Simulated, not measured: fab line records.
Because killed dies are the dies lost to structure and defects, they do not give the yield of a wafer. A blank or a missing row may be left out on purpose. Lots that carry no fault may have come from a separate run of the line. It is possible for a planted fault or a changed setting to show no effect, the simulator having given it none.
fab line records ; flow n5_finfet
[record] lots = 6; wafers = 18; last_day = 18
route steps=1938 shown BEOL_M1@829 BEOL_M2@841 BEOL_M4@1111 PASSIVATION@1936
lots that met no fault: from a run of the same line without faults
start_h: the number of hours between the record's first day and the start of the first shown wafer of the lot ; wait_h: hours since the lot's step before ; " repeats the value in the row above ; L1.1+2: a row that stands for several wafers ; - either no value or no given start ; * or withheld: withheld ; < > ~ a bound
route shown NAME@n: names a module that has steps shown in the file, with the first one's number in the route ; usual: the fault-free wafers' mean and standard deviation ; same: alike in all rows ; chamber/n: place in a boat ; sites: each site's reading ; _std_site: their standard deviation ; _edge_site: inner sites' mean taken away from outer sites' mean ; radius_mm: for every site, how far away it sits from the centre of the wafer ; mask NAME#n: copy n ; behind: the tool/chamber that last shaped the wafer ; hold: reason for holding the lot/hours on hold/outcome of the hold ; device: the n, p or np transistor that did not switch ; end of line: the same wafers' tests at the end of the route ; step lacking rows: just its recipe ; killed: count of dies lost to structure and defects at first sort (not the wafer's yield) ; map: dies across one wafer; x = killed, . = not, _ = none there
set.NAME: setting as actually run; set.NAME@STEP: the setting as run at that earlier step ; model.NAME: the simulator's own value behind a step, which no gauge read
certain route steps with their lots: each step a table, each wafer a row
services: when a tool's chamber went out of use (start_h, in hours from the record's first day, below 0 if earlier), for how many hours, and the reason
[[steps]]
[step N5_BEOL_M1_ANNEAL_95]
[recipe] temp_c = 400; time_s = 240; ambient = vacuum
[usual] heater_power_w = 847/100
lot.wafer;tool;chamber;start_h;wait_h;heater_power_w
L560.1;pvd_sputter-01;-;139.93;0.0;1063
L560.2;pvd_sputter-01;-;139.93;0.0;969
L560.5;pvd_sputter-01;-;139.93;0.0;974
L562.2;pvd_sputter-01;-;147.71;0.0;815
L562.3;pvd_sputter-01;-;147.71;0.0;770
L562.5;pvd_sputter-01;-;147.71;0.0;781
L568.1;pvd_sputter-02;-;192.74;0.0;765
L568.3;pvd_sputter-02;-;192.74;0.0;891
L568.6;pvd_sputter-02;-;192.74;0.0;822
L569.2;pvd_sputter-01;-;193.04;0.0;1064
L569.3;pvd_sputter-01;-;193.04;0.0;958
L569.5;pvd_sputter-01;-;193.04;0.0;791
L576.2;pvd_sputter-03;-;246.55;0.0;692
L576.3;pvd_sputter-03;-;246.55;0.0;862
L576.6;pvd_sputter-03;-;246.55;0.0;703
L581.1;pvd_sputter-02;-;273.24;0.0;780
L581.3;pvd_sputter-02;-;273.24;0.0;858
L581.5;pvd_sputter-02;-;273.24;0.0;881
[step N5_BEOL_M1_SPUTTER_96]
[recipe] material = Cu; target_thk_a = 45; temp_c = -20; chamber_pressure_pa = 0.07; power_w = withheld; time_s = 8.29
[usual] throttle_valve_pct = 29.9/0.97
lot.wafer;tool;chamber;start_h;wait_h;throttle_valve_pct
L560.1;pvd_sputter-01;-;140.07;0.1;28.9
L560.2;pvd_sputter-01;-;140.07;0.1;29.9
L560.5;pvd_sputter-01;-;140.07;0.1;30.2
L562.2;pvd_sputter-01;-;147.85;0.1;28.9
L562.3;pvd_sputter-01;-;147.85;0.1;32.2
L562.5;pvd_sputter-01;-;147.85;0.1;31.7
L568.1;pvd_sputter-02;-;192.88;0.1;29.8
L568.3;pvd_sputter-02;-;192.88;0.1;29.7
L568.6;pvd_sputter-02;-;192.88;0.1;30.3
L569.2;pvd_sputter-01;-;193.18;0.1;29.1
L569.3;pvd_sputter-01;-;193.18;0.1;30.2
L569.5;pvd_sputter-01;-;193.18;0.1;31.7
L576.2;pvd_sputter-03;-;246.69;0.1;29.3
L576.3;pvd_sputter-03;-;246.69;0.1;31.5
L576.6;pvd_sputter-03;-;246.69;0.1;30.0
L581.1;pvd_sputter-02;-;273.38;0.1;30.3
L581.3;pvd_sputter-02;-;273.38;0.1;29.7
L581.5;pvd_sputter-02;-;273.38;0.1;29.3
[step N5_BEOL_M1_ECD_50]
[recipe] material = Cu; target_thk_a = 3000
[step N5_BEOL_M1_ANNEAL_51]
[recipe] temp_c = 225; time_s = 90; ambient = N2
[step N5_BEOL_M1_CMP_52]
[recipe] stop_on = SiOC; t_overpolish_s = 6.8; down_force_psi = 1; platen_rpm = 50; clearing_platen_down_force_psi = 1.5; clearing_platen_rpm = 50; post_cmp_clean = cu_alkaline; target_thk_nm = 40; clearing_platen_pad_velocity_m_s = 0.99484; pad_velocity_m_s = 0.99484
[usual] barrier_field_endpoint_s = 24.6/0.76; motor_current_A = 5.8/0.57; overpolish_run_s = 6.799/0.01; time_to_endpoint_s = 63/3.7
lot.wafer;tool;chamber;start_h;wait_h;barrier_field_endpoint_s;motor_current_A;overpolish_run_s;time_to_endpoint_s
L560.2;cmp-03;3;140.84;0.2;24.1;5.8;6.789;65
L560.1;cmp-03;2;140.84;0.2;24.1;6.2;6.777;63
L560.5;cmp-03;0;140.84;0.2;24.6;5.8;6.799;64
L562.2;cmp-01;1;148.40;0.2;23.7;5.1;6.801;63
L562.3;cmp-01;3;148.40;0.2;23.8;6.5;6.798;59
L562.5;cmp-01;1;148.40;0.2;24.4;5.2;6.795;60
L568.1;cmp-01;2;193.37;0.3;25.7;5.3;6.798;69
L568.3;cmp-01;0;193.37;0.3;25.5;6.2;6.790;68
L568.6;cmp-01;3;193.37;0.3;25.0;6.3;6.816;65
L569.3;cmp-01;1;193.71;0.2;24.7;5.0;6.823;61
L569.2;cmp-01;2;193.71;0.2;25.2;5.1;6.815;68
L569.5;cmp-01;0;193.71;0.2;24.8;6.0;6.792;63
L576.3;cmp-01;1;247.27;0.3;23.9;5.3;6.797;62
L576.2;cmp-01;2;247.27;0.3;25.5;5.5;6.791;61
L576.6;cmp-01;2;247.27;0.3;24.5;5.3;6.815;62
L581.3;cmp-04;1;273.95;0.2;24.6;6.8;6.812;62
L581.1;cmp-04;2;273.95;0.2;24.6;6.5;6.801;63
L581.5;cmp-04;0;273.95;0.2;26.0;5.5;6.778;70
[step N5_BEOL_M1_THK_MEAS_53]
[recipe] thk_meas_gauge = xrf; reads = Cu_of_BEOL_M1_ECD_50
[usual] M1_THK = 40.2/1.7
lot.wafer;tool;chamber;start_h;wait_h;M1_THK[nm]
L560.1;film_metro-02;-;141.13;-;40.3
L560.2;film_metro-02;-;141.13;-;40.0
L560.5;film_metro-02;-;141.13;-;41.4
L562.2;film_metro-02;-;148.66;-;38.1
L562.3;film_metro-02;-;148.66;-;37.7
L562.5;film_metro-02;-;148.66;-;39.5
L568.1;film_metro-01;-;193.67;-;39.7
L568.3;film_metro-01;-;193.67;-;40.4
L568.6;film_metro-01;-;193.67;-;40.8
L569.2;film_metro-01;-;193.96;-;42.8
L569.3;film_metro-01;-;193.96;-;38.5
L569.5;film_metro-01;-;193.96;-;43.1
L576.2;film_metro-02;-;247.57;-;38.0
L576.3;film_metro-02;-;247.57;-;39.6
L576.6;film_metro-02;-;247.57;-;40.1
L581.1;film_metro-01;-;274.17;-;36.3
L581.3;film_metro-01;-;274.17;-;37.5
L581.5;film_metro-01;-;274.17;-;39.8
[step N5_BEOL_M1_PRE_CLEAN_60]
[recipe] gas = NH3/H2; time_s = 15; temp_c = *; rf_power_w = 300
[usual] heater_power_w = 88/21
lot.wafer;tool;chamber;start_h;wait_h;heater_power_w
L560.1;cvd_co-01;0;141.17;0.0;43
L560.2;cvd_co-01;1;141.17;0.0;102
L560.5;cvd_co-01;2;141.17;0.0;120
L562.2;cvd_co-01;0;148.70;0.0;45
L562.3;cvd_co-01;2;148.70;0.0;117
L562.5;cvd_co-01;0;148.70;0.0;43
L568.1;cvd_co-02;1;193.70;0.0;84
L568.3;cvd_co-02;0;193.70;0.0;93
L568.6;cvd_co-02;0;193.70;0.0;92
L569.2;cvd_co-02;1;194.00;0.0;83
L569.3;cvd_co-02;2;194.00;0.0;90
L569.5;cvd_co-02;2;194.00;0.0;89
L576.2;cvd_co-01;2;247.76;0.2;119
L576.3;cvd_co-01;0;247.76;0.2;45
L576.6;cvd_co-01;2;247.76;0.2;118
L581.1;cvd_co-02;0;274.20;0.0;95
L581.3;cvd_co-02;1;274.20;0.0;82
L581.5;cvd_co-02;1;274.20;0.0;84
[step N5_BEOL_M1_CO_CAP_55]
[recipe] material = Co; target_thk_a = 20; temp_c = 200; precursor = CCTBA/H2; pressure_torr = 30; time_s = 102.1
[step N5_BEOL_M1_PRE_CLEAN_56]
[recipe] gas = NH3; time_s = 15; temp_c = withheld; rf_power_w = 300
[step N5_BEOL_M1_DEP_57]
[recipe] material = SiCN; target_thk_a = 80; temp_c = withheld; precursor = 3MS/NH3; pressure_torr = 3; rf_w = 202; time_s = 14
[usual] showerhead_plenum_p_Torr = 3.666/0.016; throttle_valve_pct = 9.1/0.84
lot.wafer;tool;chamber;start_h;wait_h;showerhead_plenum_p_Torr;throttle_valve_pct
L560.1;pecvd-01;0;141.34;0.0;3.671;8.5
L560.2;pecvd-01;2;141.34;0.0;3.656;8.3
L560.5;pecvd-01;2;141.34;0.0;3.657;8.5
L562.2;pecvd-04;0;148.85;0.0;3.678;8.1
L562.3;pecvd-04;2;148.85;0.0;3.639;10.4
L562.5;pecvd-04;1;148.85;0.0;3.678;10.4
L568.1;pecvd-04;2;193.86;0.0;3.637;10.3
L568.3;pecvd-04;0;193.86;0.0;3.677;8.5
L568.6;pecvd-04;0;193.86;0.0;3.678;8.2
L569.2;pecvd-03;1;194.16;0.0;3.653;8.4
L569.3;pecvd-03;0;194.16;0.0;3.664;9.1
L569.5;pecvd-03;2;194.16;0.0;3.667;8.7
L576.2;pecvd-03;2;247.91;0.0;3.673;8.6
L576.3;pecvd-03;1;247.91;0.0;3.648;8.8
L576.6;pecvd-03;2;247.91;0.0;3.677;8.6
L581.1;pecvd-03;0;274.36;0.0;3.655;9.1
L581.3;pecvd-03;2;274.36;0.0;3.675;8.5
L581.5;pecvd-03;0;274.36;0.0;3.659;9.3
[step N5_BEOL_M1_RS_MEAS_58]
[recipe] thk_meas_gauge = four-point-probe; reads = Co_of_BEOL_M1_CO_CAP_55+Cu_of_BEOL_M1_ECD_50+Co_of_BEOL_M1_CVD_47+TaN_of_BEOL_M1_ALD_84
[usual] M1_RS = 0.66/0.036
lot.wafer;tool;chamber;start_h;wait_h;M1_RS[ohm/sq]
L560.1;film_metro-01;-;141.42;0.1;0.66
L560.2;film_metro-01;-;141.42;0.1;0.66
L560.5;film_metro-01;-;141.42;0.1;0.63
L562.2;film_metro-02;-;148.92;0.1;0.72
L562.3;film_metro-02;-;148.92;0.1;0.72
L562.5;film_metro-02;-;148.92;0.1;0.68
L568.1;film_metro-02;-;193.94;0.1;0.68
L568.3;film_metro-02;-;193.94;0.1;0.66
L568.6;film_metro-02;-;193.94;0.1;0.65
L569.2;film_metro-02;-;194.22;0.1;0.62
L569.3;film_metro-02;-;194.22;0.1;0.71
L569.5;film_metro-02;-;194.22;0.1;0.61
L576.2;film_metro-02;-;247.98;0.1;0.71
L576.3;film_metro-02;-;247.98;0.1;0.68
L576.6;film_metro-02;-;247.98;0.1;0.67
L581.1;film_metro-01;-;274.43;0.0;0.75
L581.3;film_metro-01;-;274.43;0.0;0.72
L581.5;film_metro-01;-;274.43;0.0;0.66
[step N5_BEOL_M1_INSPECT_59]
[recipe] inspect_instrument = darkfield; mode = post_dep
[usual] raw_defect_count = 66/21
lot.wafer;tool;chamber;start_h;wait_h;raw_defect_count
L560.1;defect_inspect-02;-;141.45;0.0;67
L560.2;defect_inspect-02;-;141.45;0.0;51
L560.5;defect_inspect-02;-;141.45;0.0;97
L562.2;defect_inspect-01;-;148.95;0.0;57
L562.3;defect_inspect-01;-;148.95;0.0;37
L562.5;defect_inspect-01;-;148.95;0.0;57
L568.1;defect_inspect-02;-;193.97;0.0;55
L568.3;defect_inspect-02;-;193.97;0.0;42
L568.6;defect_inspect-02;-;193.97;0.0;54
L569.2;defect_inspect-02;-;194.25;0.0;72
L569.3;defect_inspect-02;-;194.25;0.0;50
L569.5;defect_inspect-02;-;194.25;0.0;79
L576.2;defect_inspect-02;-;248.01;0.0;46
L576.3;defect_inspect-02;-;248.01;0.0;63
L576.6;defect_inspect-02;-;248.01;0.0;48
L581.1;defect_inspect-02;-;274.45;0.0;57
L581.3;defect_inspect-02;-;274.45;0.0;59
L581.5;defect_inspect-02;-;274.45;0.0;56
[step N5_BEOL_M2_ILD_DEP_00]
[recipe] material = SiOC; target_thk_a = 790; temp_c = 350; precursor = DEMS/O2; pressure_torr = 5; rf_w = 500; time_s = 15.3
[usual] heater_power_w = 535/100; showerhead_plenum_p_Torr = 5.696/0.016; susceptor_temp_C = 350.00/0.22; throttle_valve_pct = 12.4/0.97
lot.wafer;tool;chamber;start_h;wait_h;heater_power_w;showerhead_plenum_p_Torr;susceptor_temp_C;throttle_valve_pct
L560.1;pecvd-02;2;141.48;0.0;668;5.701;349.80;12.6
L560.2;pecvd-02;1;141.48;0.0;550;5.691;349.58;12.6
L560.5;pecvd-02;2;141.48;0.0;669;5.680;349.86;12.7
L562.2;pecvd-04;0;148.99;0.0;475;5.705;349.93;10.8
L562.3;pecvd-04;2;148.99;0.0;318;5.668;349.86;13.5
L562.5;pecvd-04;2;148.99;0.0;315;5.677;349.86;13.5
L568.1;pecvd-04;0;194.00;0.0;491;5.723;354.51;11.1
L568.3;pecvd-04;1;194.00;0.0;587;5.709;350.33;13.5
L568.6;pecvd-04;2;194.00;0.0;288;5.678;350.19;13.6
L569.2;pecvd-04;0;194.29;0.0;434;5.720;354.85;11.1
L569.3;pecvd-04;1;194.29;0.0;588;5.717;349.80;13.6
L569.5;pecvd-04;1;194.29;0.0;580;5.720;349.61;13.6
L576.2;pecvd-01;1;248.04;0.0;525;5.690;350.19;13.5
L576.3;pecvd-01;0;248.04;0.0;688;5.692;349.79;11.3
L576.6;pecvd-01;2;248.04;0.0;554;5.689;350.40;11.0
L581.1;pecvd-02;1;274.49;0.0;462;5.678;349.98;12.5
L581.3;pecvd-02;0;274.49;0.0;603;5.694;350.09;12.6
L581.5;pecvd-02;1;274.49;0.0;477;5.672;349.60;12.6
[step N5_BEOL_M2_THK_MEAS_01]
[recipe] reads = SiOC_of_BEOL_M2_ILD_DEP_00
[usual] M2_ILD_THK = 78.6/1.1
lot.wafer;tool;chamber;start_h;wait_h;M2_ILD_THK[nm]
L560.1;film_metro-02;-;141.55;0.0;78.6
L560.2;film_metro-02;-;141.55;0.0;78.0
L560.5;film_metro-02;-;141.55;0.0;79.3
L562.2;film_metro-02;-;149.06;0.1;78.8
L562.3;film_metro-02;-;149.06;0.1;77.0
L562.5;film_metro-02;-;149.06;0.1;78.8
L568.1;film_metro-02;-;194.07;0.0;76.5
L568.3;film_metro-02;-;194.07;0.0;78.1
L568.6;film_metro-02;-;194.07;0.0;79.1
L569.2;film_metro-02;-;194.37;0.1;76.2
L569.3;film_metro-02;-;194.37;0.1;77.2
L569.5;film_metro-02;-;194.37;0.1;78.4
L576.2;film_metro-01;-;248.11;0.1;77.8
L576.3;film_metro-01;-;248.11;0.1;78.3
L576.6;film_metro-01;-;248.11;0.1;79.2
L581.1;film_metro-01;-;274.56;0.0;78.9
L581.3;film_metro-01;-;274.56;0.0;78.8
L581.5;film_metro-01;-;274.56;0.0;80.7
[step N5_BEOL_M4_RC_MEAS_101]
[usual] DIBL_N = 35.1/1.5; DIBL_P = 35.2/2; IOFF_N = 0.146/0.028; IOFF_P = 0.20/0.036; ION_N = 670/12; ION_P = 462/8.2; SS_N = 71.2/0.63; SS_P = 73.1/0.7; VT_N = 250/3.6; VT_P = -251/3.3
lot.wafer;tool;chamber;start_h;wait_h;DIBL_N[mV/V];DIBL_P[mV/V];IOFF_N[nA/um];IOFF_P[nA/um];ION_N[uA/um];ION_P[uA/um];SS_N[mV/dec];SS_P[mV/dec];VT_N[mV];VT_P[mV]
L560.1;prober-01;0;170.74;0.0;35.1;35.2;0.126;0.18;656;450;70.6;72.2;255;-254
L560.2;prober-01;0;170.74;0.0;35.8;36.2;0.139;0.20;669;463;71.0;72.8;253;-253
L560.5;prober-01;0;170.74;0.0;35.9;36.1;0.139;0.19;650;440;71.8;72.9;256;-254
L562.2;prober-01;0;191.88;0.2;34.8;33.2;0.121;0.18;665;469;70.7;72.7;252;-248
L562.3;prober-01;0;191.88;0.2;35.6;35.0;0.140;0.21;668;461;70.9;72.9;253;-250
L562.5;prober-01;0;191.88;0.2;36.7;36.3;0.170;0.23;696;476;71.5;73.8;246;-247
L569.2;prober-01;0;221.25;0.2;34.7;36.4;0.146;0.22;669;470;71.8;73.5;251;-248
L569.3;prober-01;0;221.25;0.2;35.2;36.9;0.156;0.24;671;472;72.0;73.5;249;-248
L569.5;prober-01;0;221.25;0.2;31.8;32.5;0.105;0.17;664;458;70.5;72.4;256;-253
L568.1;prober-02;0;240.56;0.0;37.6;37.0;0.186;0.24;684;470;72.2;74.2;244;-247
L568.3;prober-02;0;240.56;0.0;36.5;35.2;0.168;0.21;684;464;72.1;73.3;246;-250
L568.6;prober-02;0;240.56;0.0;33.8;32.3;0.120;0.17;655;451;70.7;72.1;252;-253
L576.2;prober-02;0;291.62;0.2;34.7;34.6;0.154;0.25;664;469;71.1;73.0;247;-246
L576.3;prober-02;0;291.62;0.2;36.2;35.7;0.184;0.26;687;474;71.8;73.4;243;-245
L576.6;prober-02;0;291.62;0.2;33.8;33.2;0.136;0.20;674;471;70.7;73.0;248;-248
L581.1;prober-01;0;327.70;0.0;31.6;31.8;0.105;0.16;672;466;70.7;71.2;254;-253
L581.3;prober-01;0;327.70;0.0;34.1;34.6;0.129;0.18;656;457;71.5;73.2;252;-252
L581.5;prober-01;0;327.70;0.0;34.3;35.0;0.138;0.19;659;459;70.6;72.0;249;-251
[step N5_PASSIVATION_PROBE_49]
[usual] defect_limited_yield = 91.4/1.4; killed_at_M0_to_M3 = 32/10; killed_at_M4_up = 13/5.6; killed_at_contacts = 13/6.6; killed_at_front_end = 39/13; killed_at_other = 3.4/2.8; killed_dies = 101/17; killed_open = 66/13; killed_short = 33/7; sort_bin_5_function = 5.0/0.93; sort_bin_6_memory = 3.2/0.65; sort_bin_8_speed = 0.01/0.16; sort_n_pass = 1078/17; sort_yield_pct = 91.4/1.4
[same] gross_dies = 1180; killed_at_back_side = 0; sort_bin_4_leakage[%] = 0
lot.wafer;tool;chamber;start_h;wait_h;defect_limited_yield[%];killed_at_M0_to_M3;killed_at_M4_up;killed_at_contacts;killed_at_front_end;killed_at_other;killed_dies;killed_open;killed_short;sort_bin_5_function[%];sort_bin_6_memory[%];sort_bin_8_speed[%];sort_n_pass;sort_yield_pct[%]
L560.1;prober-01;-;276.73;0.0;91.6;43;3;18;33;2;99;62;36;5.4;2.5;0;1081;91.6
L560.2;prober-01;-;276.78;0.1;91.0;28;14;29;32;3;106;72;34;5.4;3.2;0;1074;91.0
L560.5;prober-01;-;276.93;0.2;92.3;27;14;18;31;1;91;64;27;3.7;3.8;0.08;1088;92.2
L562.2;prober-02;-;306.69;0.1;89.7;37;14;15;49;6;121;82;35;5.8;4.2;0;1059;89.7
L562.3;prober-02;-;306.74;0.1;89.6;33;14;7;67;2;123;82;41;6.7;3.5;0;1057;89.6
L562.5;prober-02;-;306.84;0.2;90.7;38;7;12;52;1;110;74;34;6.0;2.9;0;1070;90.7
L569.2;prober-02;-;332.22;0.1;90.8;16;17;29;43;3;108;72;32;5.5;3.2;0;1072;90.8
L569.3;prober-02;-;332.27;0.1;92.2;35;10;9;35;3;92;54;30;4.0;3.1;0;1088;92.2
L569.5;prober-02;-;332.37;0.2;90.3;34;19;15;44;3;115;71;42;6.0;3.5;0;1065;90.3
L568.1;prober-01;-;355.11;0.0;93.1;16;17;4;41;4;82;56;25;4.1;2.8;0;1098;93.1
L568.3;prober-01;-;355.21;0.1;93.3;17;28;4;30;0;79;57;21;4.0;2.5;0;1101;93.3
L568.6;prober-01;-;355.36;0.3;91.9;28;19;8;34;6;95;61;30;5.0;2.6;0;1085;91.9
L576.2;prober-01;-;395.78;0.1;91.3;47;7;18;28;3;103;72;31;5.5;2.9;0;1077;91.3
L576.3;prober-01;-;395.83;0.1;91.4;28;9;13;47;4;101;62;39;5.8;2.5;0;1079;91.4
L576.6;prober-01;-;395.98;0.3;92.5;29;10;11;36;3;89;64;23;4.2;3.1;0;1091;92.5
L581.1;prober-01;-;432.35;0.0;90.3;20;23;24;45;3;115;77;36;5.3;4.2;0;1065;90.3
L581.3;prober-01;-;432.45;0.1;90.9;44;7;19;35;2;107;66;40;5.1;3.8;0;1073;90.9
L581.5;prober-01;-;432.55;0.2;91.7;29;15;11;38;5;98;68;29;4.9;3.1;0;1082;91.7
// killed by level:class
L560.1 BEOL_M0_SAQP:geometric_particle:short=19 MOL_CONTACT_COAG:geometric_particle:open=15 BEOL_M0_SAQP:geometric_particle:open=11 STI_FIN_REVEAL:geometric_particle:open=9 FIN_SAQP:geometric_particle:short=6 FIN_SAQP:geometric_particle:open=6 DUMMY_GATE:geometric_particle:open=4 BEOL_M3:geometric_particle:open=4
L560.2 MOL_CONTACT_COAG:geometric_particle:open=20 BEOL_M4:geometric_particle:open=9 MOL_CONTACT_COAG:geometric_particle:short=9 STI_FIN_REVEAL:geometric_particle:open=8 BEOL_M1:geometric_particle:open=8 FIN_SAQP:geometric_particle:short=7 BEOL_M0_SAQP:geometric_particle:short=6 DUMMY_GATE:geometric_particle:open=5
L560.5 MOL_CONTACT_COAG:geometric_particle:open=13 FIN_SAQP:geometric_particle:open=9 BEOL_M0_SAQP:geometric_particle:open=9 BEOL_M0_SAQP:geometric_particle:short=7 BEOL_M4:geometric_particle:open=6 BEOL_M2:geometric_particle:open=5 MOL_CONTACT_COAG:geometric_particle:short=5 DUMMY_GATE:geometric_particle:open=4
L562.2 STI_FIN_REVEAL:geometric_particle:open=11 MOL_CONTACT_COAG:geometric_particle:open=11 BEOL_M1:geometric_particle:open=10 BEOL_M2:geometric_particle:open=8 BEOL_M0_SAQP:geometric_particle:short=7 BEOL_M0_SAQP:geometric_particle:open=6 BEOL_M4:geometric_particle:open=5 DUMMY_GATE:geometric_particle:short=4
L562.3 STI_FIN_REVEAL:geometric_particle:open=19 FIN_SAQP:geometric_particle:open=11 BEOL_M0_SAQP:geometric_particle:short=11 GATE_CUT:geometric_particle:short=9 GATE_CUT:geometric_particle:open=9 FIN_SAQP:geometric_particle:short=6 BEOL_M0_SAQP:geometric_particle:open=6 BEOL_M3:geometric_particle:open=6
L562.5 FIN_SAQP:geometric_particle:open=21 BEOL_M0_SAQP:geometric_particle:open=10 MOL_CONTACT_COAG:geometric_particle:open=10 BEOL_M0_SAQP:geometric_particle:short=8 FIN_SAQP:geometric_particle:short=7 GATE_CUT:geometric_particle:short=6 BEOL_M0:geometric_particle:open=6 BEOL_M3:geometric_particle:open=6
L569.2 MOL_CONTACT_COAG:geometric_particle:open=22 FIN_SAQP:geometric_particle:open=12 FIN_SAQP:geometric_particle:short=9 BEOL_M2:geometric_particle:open=8 MOL_CONTACT_COAG:geometric_particle:short=7 BEOL_M4:geometric_particle:open=7 STI_FIN_REVEAL:geometric_particle:open=4 ILD0:geometric_particle:short=3
L569.3 BEOL_M2:geometric_particle:open=11 MOL_CONTACT_COAG:geometric_particle:open=7 HKMG_FIN:area_etch=6 FIN_SAQP:geometric_particle:short=4 STI_FIN_REVEAL:geometric_particle:short=4 STI_FIN_REVEAL:geometric_particle:open=4 BEOL_M0:geometric_particle:open=4 BEOL_M1:geometric_particle:open=4
L569.5 BEOL_M4:geometric_particle:open=14 FIN_SAQP:geometric_particle:open=13 MOL_CONTACT_COAG:geometric_particle:open=12 GATE_CUT:geometric_particle:short=10 FIN_SAQP:geometric_particle:short=8 BEOL_M1:geometric_particle:open=7 BEOL_M0_SAQP:geometric_particle:open=5 STI_FIN_REVEAL:geometric_particle:open=4
L568.1 FIN_SAQP:geometric_particle:open=18 BEOL_M4:geometric_particle:open=11 FIN_SAQP:geometric_particle:short=8 BEOL_M0_SAQP:geometric_particle:short=7 GATE_CUT:geometric_particle:open=5 GATE_CUT:geometric_particle:short=4 BEOL_M2:geometric_particle:open=4 MOL_CONTACT_COAG:geometric_particle:open=3
L568.3 BEOL_M4:geometric_particle:open=16 FIN_SAQP:geometric_particle:short=9 FIN_SAQP:geometric_particle:open=9 DUMMY_GATE:geometric_particle:open=4 MOL_CONTACT_COAG:geometric_particle:open=4 BEOL_M2:geometric_particle:open=4 BEOL_M5:geometric_particle:open=4 BEOL_M0_SAQP:geometric_particle:open=3
L568.6 FIN_SAQP:geometric_particle:open=10 BEOL_M4:geometric_particle:open=8 FIN_SAQP:geometric_particle:short=7 MOL_CONTACT_COAG:geometric_particle:open=7 BEOL_M3:geometric_particle:open=7 BEOL_M0_SAQP:geometric_particle:open=5 BEOL_M5:geometric_particle:open=4 BEOL_M1:geometric_particle:open=4
L576.2 BEOL_M0_SAQP:geometric_particle:open=16 BEOL_M0_SAQP:geometric_particle:short=15 MOL_CONTACT_COAG:geometric_particle:open=13 STI_FIN_REVEAL:geometric_particle:open=9 STARTING-WAFER:geometric_particle:open=7 MOL_CONTACT_COAG:geometric_particle:short=5 BEOL_M2:geometric_particle:open=5 BEOL_M3:geometric_particle:open=5
L576.3 DUMMY_GATE:geometric_particle:open=17 MOL_CONTACT_COAG:geometric_particle:open=8 BEOL_M0_SAQP:geometric_particle:short=8 BEOL_M0_SAQP:geometric_particle:open=6 MOL_CONTACT_COAG:geometric_particle:short=5 BEOL_M2:geometric_particle:open=5 STARTING-WAFER:geometric_particle:open=5 FIN_SAQP:geometric_particle:open=4
L576.6 STI_FIN_REVEAL:geometric_particle:open=9 FIN_SAQP:geometric_particle:open=8 MOL_CONTACT_COAG:geometric_particle:open=8 DUMMY_GATE:geometric_particle:open=5 BEOL_M0_SAQP:geometric_particle:short=5 BEOL_M0:geometric_particle:open=5 FIN_SAQP:geometric_particle:short=4 BEOL_M0_SAQP:geometric_particle:open=4
L581.1 MOL_CONTACT_COAG:geometric_particle:open=19 STI_FIN_REVEAL:geometric_particle:open=12 DUMMY_GATE:geometric_particle:open=6 BEOL_M3:geometric_particle:open=6 BEOL_M4:geometric_particle:open=6 FIN_SAQP:geometric_particle:short=5 MOL_CONTACT_COAG:geometric_particle:short=5 STARTING-WAFER:geometric_particle:short=5
L581.3 MOL_CONTACT_COAG:geometric_particle:open=15 BEOL_M0_SAQP:geometric_particle:short=13 BEOL_M0_SAQP:geometric_particle:open=12 BEOL_M2:geometric_particle:open=8 BEOL_M3:geometric_particle:open=7 FIN_SAQP:geometric_particle:open=5 GATE_CUT:geometric_particle:short=5 STI_FIN_REVEAL:geometric_particle:open=4
L581.5 FIN_SAQP:geometric_particle:open=11 MOL_CONTACT_COAG:geometric_particle:open=11 BEOL_M0_SAQP:geometric_particle:short=7 GATE_CUT:geometric_particle:short=6 BEOL_M0_SAQP:geometric_particle:open=6 STI_FIN_REVEAL:geometric_particle:open=5 DUMMY_GATE:geometric_particle:open=5 FIN_SAQP:geometric_particle:short=4
[[services]]
tool;chamber;start_h;hours;kind
cmp-03;-;118.78;4.4;repair
pecvd-03;-;124.32;1.0;repair
cmp-03;-;133.94;0.5;repair
pecvd-04;2;140.23;3.6;repair
cvd_co-02;2;147.66;16.3;repair
pvd_sputter-02;-;150.44;9.3;repair
cmp-04;-;155.42;1.0;repair
cmp-01;-;163.34;2.0;repair
cmp-01;-;165.87;0.6;repair
cmp-04;-;168.17;2.5;repair
cvd_co-02;-;172.77;4.2;repair
cmp-03;-;191.27;3.8;pm
cmp-04;-;192.83;4.0;pm
cmp-01;-;199.36;3.5;repair
cvd_co-02;-;201.28;0.2;repair
pecvd-04;2;202.38;-;clean
pecvd-04;2;202.38;-;consumable_replace:showerhead
cvd_co-02;-;208.32;2.8;pm
cmp-04;-;217.89;0.3;repair
cvd_co-02;-;225.93;0.9;repair
pecvd-04;-;232.58;2.6;repair
cmp-03;-;240.64;1.4;repair
cmp-03;-;245.48;4.0;pm
cvd_co-02;-;246.82;0.4;repair
[[key]]
[first_sign] step = N5_BEOL_M2_ILD_DEP_00; reading = susceptor_temp_C; direction = up; sigmas = 22; usual = *; struck = *
effect none on later readings
met_at N5_BEOL_M2_ILD_DEP_00
struck_wafers L568.1,L569.2
onset_between 148.99 194.00
[fault] kind = process_parameter_drift; tool = pecvd-04; chamber = 0; onset_h = 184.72; steps = N5_BEOL_M2_ILD_DEP_00; channel = temp_c; offset = *; shape = step; end_h = 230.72; acts_in = *; stated = *
